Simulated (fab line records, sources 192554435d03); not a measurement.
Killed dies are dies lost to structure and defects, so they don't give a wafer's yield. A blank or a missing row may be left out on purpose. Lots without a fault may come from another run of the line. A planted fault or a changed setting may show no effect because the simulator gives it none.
A struck lot beside a sound one | flow n5_finfet | 15 steps out of a route of 1938
Sound: wafers L642.1, L642.2, L642.5. Struck: wafers L648.2, L648.4, L648.5. The cause comes at the end.
At each step with rows: each side's tool, then ch and its chambers, then its first start. Under that, the readings that differ: sound wafers | struck wafers | difference of the means | sigmas: that difference in standard deviations of wafers without a fault.
alike: readings whose means differ by less than 2 such deviations, and words and numbers that are the same on both sides. not compared: withheld readings, readings that some wafer has no value for, bounds like >300 that may hide the same value, and numbers for which the record gives no deviation and whose values overlap.
The two part at a step that has a row with sigmas, a row that says differs or no value, or rows on one side only. Numbers that don't overlap but have no deviation are shown without sigmas and don't part them. A reading that every wafer of one side lacks parts them only if that side has two wafers or more.

N5_GATE_CUT_VAPOR_ETCH_49: etches TiAlC in BCl3/Cl2.
  sound on rie_metal-01 ch 0,1, day 6 20:37; struck on rie_metal-03 ch 0,1, day 8 07:10
  alike: drypump_motor_current_A, oes_product_au
N5_GATE_CUT_VAPOR_ETCH_51: etches HfO2 in BCl3/Cl2.
  sound on rie_metal-01 ch 0,1, day 6 20:38; struck on rie_metal-03 ch 0,1, day 8 07:12
  alike: drypump_motor_current_A, oes_product_au
then, 3 steps without rows for these wafers: N5_GATE_CUT_STRIP_21 (strips in N2/H2, time 30 s); N5_GATE_CUT_STRIP_29 (strips in post etch residue remover, time 60 s); N5_GATE_CUT_SRD_52 (time 30 s).
N5_GATE_CUT_ALD_22: deposits SiNx, target thk 16 nm, pulse time 1 s, ald cycles 320.
  sound on ald_sin-04 ch 0,1,3, day 6 20:59; struck on ald_sin-02 ch 0,3, day 8 07:25
  alike: heater_power_w, precursor_pulse_height_rel, susceptor_temp_C
  not compared: since_wet_clean_h
N5_GATE_CUT_CMP_23: polishes, stops on SiO2, t overpolish 23.4 s, target thk 16 nm.
  sound on cmp-02 ch 0,3, day 6 22:28; struck on cmp-02 ch 1,2,3, day 8 08:59
  alike: motor_current_A, overpolish_run_s, retaining_ring_pressure_frac, time_to_endpoint_s
N5_GATE_CUT_THK_MEAS_24:
  sound on film_metro-02, day 6 22:46; struck on film_metro-02, day 8 09:12
  alike: GC_FILL_THK
then, 1 step without rows for these wafers: N5_GATE_CUT_CMP_43 (polishes SiO2).
N5_GATE_CUT_CMP_61: polishes, stops on SiNx, t overpolish 3 s.
  sound on cmp-03 ch 0,1,3, day 6 23:17; struck on cmp-03 ch 0,1,2, day 8 09:43
  alike: motor_current_A, retaining_ring_pressure_frac
N5_GATE_CUT_INSPECT_26: inspects for defects (darkfield).
  sound on defect_inspect-02, day 6 23:31; struck on defect_inspect-01, day 8 09:56
  reading          | sound     | struck   | difference | sigmas
  raw_defect_count | 43 69 132 | 52 26 24 | -47        | -3
N5_MOL_CONTACT_COAG_COAT_103: time 60 s, resist thk 80 nm.
  sound on litho_track-01 ch 0, day 6 23:32; struck on litho_track-01 ch 0, day 8 09:58
  reading                  | sound                | struck               | difference | sigmas
  heater_power_total_W (W) | 499.9 498.5 501.3    | 495.5 492.6 491.5    | -6.7       | -4
  plate_temp_C (C)         | 249.84 249.70 249.70 | 246.93 247.11 247.19 | -2.67      | -15
  alike: exhaust_pa
then, 1 step without rows for these wafers: N5_MOL_CONTACT_COAG_COAT_104 (time 60 s, resist thk 12 nm).
-- the record jumps here: 4 days lie between the struck wafers' starts before and after (it left off in module MOL_CONTACT_COAG and takes up again in module BEOL_M4, whose first step shown is number 1111 of the route) --
N5_BEOL_M4_RC_MEAS_101:
  sound on prober-01 ch 0, day 9 21:19; struck on prober-01 ch 0, day 12 02:37
  reading       | sound          | struck         | difference | sigmas
  ION_P (uA/um) | 476 474 476    | 465 453 453    | -18        | -2
  VT_P (mV)     | -247 -247 -245 | -254 -256 -258 | -10        | -3
  alike: DIBL_N, DIBL_P, IOFF_N, IOFF_P, ION_N, SS_N, SS_P, VT_N
-- the record jumps here: 4 days lie between the struck wafers' starts before and after (it left off in module BEOL_M4 and takes up again in module PASSIVATION, whose first step shown is number 1936 of the route) --
N5_PASSIVATION_PROBE_49:
  sound on prober-02, day 14 06:58; struck on prober-02, day 16 00:08
  alike: defect_limited_yield, killed_at_M0_to_M3, killed_at_M4_up, killed_at_contacts, killed_at_front_end, killed_at_other, killed_dies, killed_open, killed_short, sort_bin_5_function, sort_bin_6_memory, sort_n_pass, sort_yield_pct

WHERE THEY PART
First at N5_GATE_CUT_INSPECT_26; last, within this record, at N5_BEOL_M4_RC_MEAS_101. Later steps at which nothing parts them and some readings are alike: N5_PASSIVATION_PROBE_49.

WHY: what the simulator had put in
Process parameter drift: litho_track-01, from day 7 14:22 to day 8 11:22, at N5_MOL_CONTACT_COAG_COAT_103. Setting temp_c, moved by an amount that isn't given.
